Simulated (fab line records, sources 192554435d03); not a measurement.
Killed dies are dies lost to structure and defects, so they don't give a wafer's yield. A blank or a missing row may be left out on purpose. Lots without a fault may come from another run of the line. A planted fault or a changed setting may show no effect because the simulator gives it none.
Which tool did it? | flow n5_finfet | 24 lots, 72 wafers sampled, at 2 steps of a route of 1938

WHAT THE GAUGES READ, wafer by wafer
N5_BEOL_M12_INSPECT_55: inspects for defects (darkfield).
lot  | measured     | on                | raw_defect_count
L074 | day 10 19:48 | defect_inspect-02 | 71 56 108
L075 | day 11 12:01 | defect_inspect-01 | 111 81 87
L076 | day 11 13:11 | defect_inspect-02 | 58 40 98
L077 | day 11 15:13 | defect_inspect-02 | 96 83 67
L078 | day 11 17:05 | defect_inspect-01 | 60 51 70
L079 | day 11 22:40 | defect_inspect-02 | 155 77 86
L080 | day 12 14:17 | defect_inspect-02 | 67 42 49
L083 | day 12 19:49 | defect_inspect-01 | 98 95 76
L082 | day 13 01:03 | defect_inspect-02 | 63 75 69
L081 | day 13 01:20 | defect_inspect-02 | 70 56 70
L086 | day 13 12:25 | defect_inspect-01 | 60 65 73
L084 | day 13 18:10 | defect_inspect-02 | 99 70 58
L085 | day 14 00:29 | defect_inspect-02 | 69 94 54
L087 | day 14 00:45 | defect_inspect-02 | 57 59 54
L088 | day 14 04:07 | defect_inspect-02 | 103 55 56
L089 | day 15 09:32 | defect_inspect-02 | 90 95 79
L090 | day 15 10:35 | defect_inspect-01 | 67 75 49
L092 | day 15 15:12 | defect_inspect-01 | 92 66 98
L091 | day 15 15:57 | defect_inspect-01 | 87 64 57
L094 | day 16 01:54 | defect_inspect-02 | 177 79 58
L093 | day 16 07:29 | defect_inspect-01 | 74 58 47
L095 | day 16 17:10 | defect_inspect-02 | 112 133 87
L097 | day 16 17:58 | defect_inspect-01 | 105 95 63
L096 | day 16 23:53 | defect_inspect-01 | 62 46 73

N5_BEOL_M13_THK_MEAS_01.
lot  | measured     | on            | M13_ILD_THK (nm)
L074 | day 10 19:59 | film_metro-01 | 826 840 849
L075 | day 11 12:11 | film_metro-02 | 832 847 859
L076 | day 11 13:22 | film_metro-02 | 834 843 856
L077 | day 11 15:25 | film_metro-01 | 833 848 850
L078 | day 11 17:17 | film_metro-01 | 841 837 845
L079 | day 11 22:51 | film_metro-02 | 845 834 844
L080 | day 12 14:29 | film_metro-01 | 842 860 849
L083 | day 12 20:00 | film_metro-02 | 841 826 838
L082 | day 13 01:14 | film_metro-02 | 845 833 846
L081 | day 13 01:32 | film_metro-02 | 815 842 839
L086 | day 13 12:36 | film_metro-02 | 830 832 841
L084 | day 13 18:21 | film_metro-01 | 836 847 840
L085 | day 14 00:40 | film_metro-02 | 839 850 856
L087 | day 14 00:56 | film_metro-01 | 842 830 845
L088 | day 14 04:18 | film_metro-02 | 836 844 852
L089 | day 15 09:44 | film_metro-02 | 829 848 847
L090 | day 15 10:46 | film_metro-01 | 838 830 848
L092 | day 15 15:23 | film_metro-02 | 843 825 839
L091 | day 15 16:08 | film_metro-02 | 832 841 839
L094 | day 16 02:05 | film_metro-02 | 829 836 844
L093 | day 16 07:41 | film_metro-01 | 812 830 822
L095 | day 16 17:22 | film_metro-01 | 820 829 832
L097 | day 16 18:09 | film_metro-02 | 843 826 849
L096 | day 17 00:04 | film_metro-02 | 834 856 847

WHICH TOOL RAN EACH LOT (tool, then ch and the chambers of the sampled wafers, then the start)
The record holds no process step before these readings.

WHAT THE TOOLS THEMSELVES READ (means of the sampled wafers that have a number; where no wafer has one, the mark that the record gives instead)
The record holds no such reading with a usual standard deviation.

THE ANSWER, worked out from the rows above alone
Rule: what is usual is taken from the lots themselves. Put in order of their means at a reading, lots are off if they are a third of the lots or fewer, leave a main group of 4 or more, and stand apart from it by a gap of 3 or more times the standard deviation of the main group's means; of several such gaps the widest counts. A main group whose means are all the same, to the digits that the tables above print for the reading, isn't used. A lot without any number at a reading at which 4 lots or more have one is off too. The other lots that the step has rows for count as sound. The gauges are gone through in route order, then the tools' own readings, and for those a lot's mean is taken as printed above. The first step at which some lot is off is used, and at that step the reading that is off furthest; a lot without a number counts as furthest.
No lot is off at any reading shown: from this, nothing can be told.

WHAT THE SIMULATOR HAD PUT IN
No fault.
